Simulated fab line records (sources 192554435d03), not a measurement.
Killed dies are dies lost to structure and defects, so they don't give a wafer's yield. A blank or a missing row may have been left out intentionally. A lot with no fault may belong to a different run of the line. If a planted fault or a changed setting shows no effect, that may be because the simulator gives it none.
Problem report, 8D (eight disciplines) form, completed by code :: flow n5 finfet :: the parts of the form that need people (team, actions taken, sign-off) are left out

1. WHAT WENT WRONG
Wafers without a fault read 41, standard deviation 13; killed at front end at N5_PASSIVATION_PROBE_49 reads a mean of 170 on 6 wafers belonging to 2 lots. That puts it +9.9 standard deviations away from the usual mean.
Seen first at day 15 18:49 on prober-01, wafer L243.2. The record has a number at this step for 9 wafers belonging to 3 lots. Rule for "out", or "out of limits": more than 4 standard deviations from the usual mean. Any other wafer with a number is counted as sound.

2. WHAT IT IS; WHAT IT IS NOT
question: which readings at this step
is: killed at front end, defect limited yield, killed dies, sort_bin_5_function, sort n pass, sort yield pct
is not: killed_at_M0_to_M3, killed_at_M4_up, killed at contacts, killed at other, killed open, killed short, sort_bin_6_memory, sort_bin_8_speed

question: which lots
is: L243, L244
is not: L233

question: which wafers of those lots
is: all that have a number
is not: -

question: read on which tools
is: prober-01, prober-02
is not: -

question: when
is: from day 15 18:49
is not: up to then (3 sound wafers)

3. THE SUSPECTS, EACH WITH WHAT RULES IT OUT
Counting: a tool stays on the suspect list if, at a process step up to the reading, it processed all lots that are out and no sound lot following the first of them.
- rie diel-02 at N5_GATE_CUT_ETCH_19 (etches SiNx in CH3F/O2, target depth 53.7 nm, time 76.7 s): kept. Every lot that is out went through it, starting with L243 (day 7 20:31), and after that it ran no sound lot; the last sound lot it ran before then is L233 (day 5 10:04).
The count leaves rie diel-02 at N5_GATE_CUT_ETCH_19.

4. THE CAUSE (what the simulator had put in)
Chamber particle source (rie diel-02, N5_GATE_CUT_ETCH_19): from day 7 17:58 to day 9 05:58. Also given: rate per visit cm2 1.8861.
Counting left only this tool.

5. SEQUENCE OF EFFECTS, ordered by route
Each row: a reading whose mean over the struck wafers that have a number lies more than 3 standard deviations from the usual. Only readings whose record carries a usual standard deviation are examined. hours: median over the lots of the time between each lot's start at the first step of this table that gives one and its start at this step. sigmas: the change, counted in usual standard deviations.
hours: 0
step: N5_PASSIVATION_PROBE_49
reading: defect limited yield
usual: 91.4 %
on struck wafers: 80.3
change: -11.1
sigmas: -6.9

hours: 0
step: N5_PASSIVATION_PROBE_49
reading: killed at front end
usual: 41
on struck wafers: 170
change: +129
sigmas: +9.9

hours: 0
step: N5_PASSIVATION_PROBE_49
reading: killed dies
usual: 101
on struck wafers: 233
change: +132
sigmas: +6.9

hours: 0
step: N5_PASSIVATION_PROBE_49
reading: sort_bin_5_function
usual: 5.0 %
on struck wafers: 12.0
change: +7.0
sigmas: +6.3

hours: 0
step: N5_PASSIVATION_PROBE_49
reading: sort n pass
usual: 1078
on struck wafers: 947
change: -131
sigmas: -6.5

hours: 0
step: N5_PASSIVATION_PROBE_49
reading: sort yield pct
usual: 91.3 %
on struck wafers: 80.3
change: -11.0
sigmas: -6.5
Here are the process steps it includes:
- N5_PASSIVATION_PROBE_49

6. WHAT WOULD HAVE CAUGHT IT SOONER
193 hours passed between the start of the fault at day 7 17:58 and the first reading out of limits in this record, taken at day 15 18:49.
Tool readings at N5_GATE_CUT_ETCH_19 with a usual standard deviation given in the record: none out on any struck wafer, hence no alarm at a limit of 4 standard deviations on them.
By day 15 18:49, every lot that is out (2) had started N5_GATE_CUT_ETCH_19 on rie diel-02. None of them would have been spared by holding the tool at that moment.
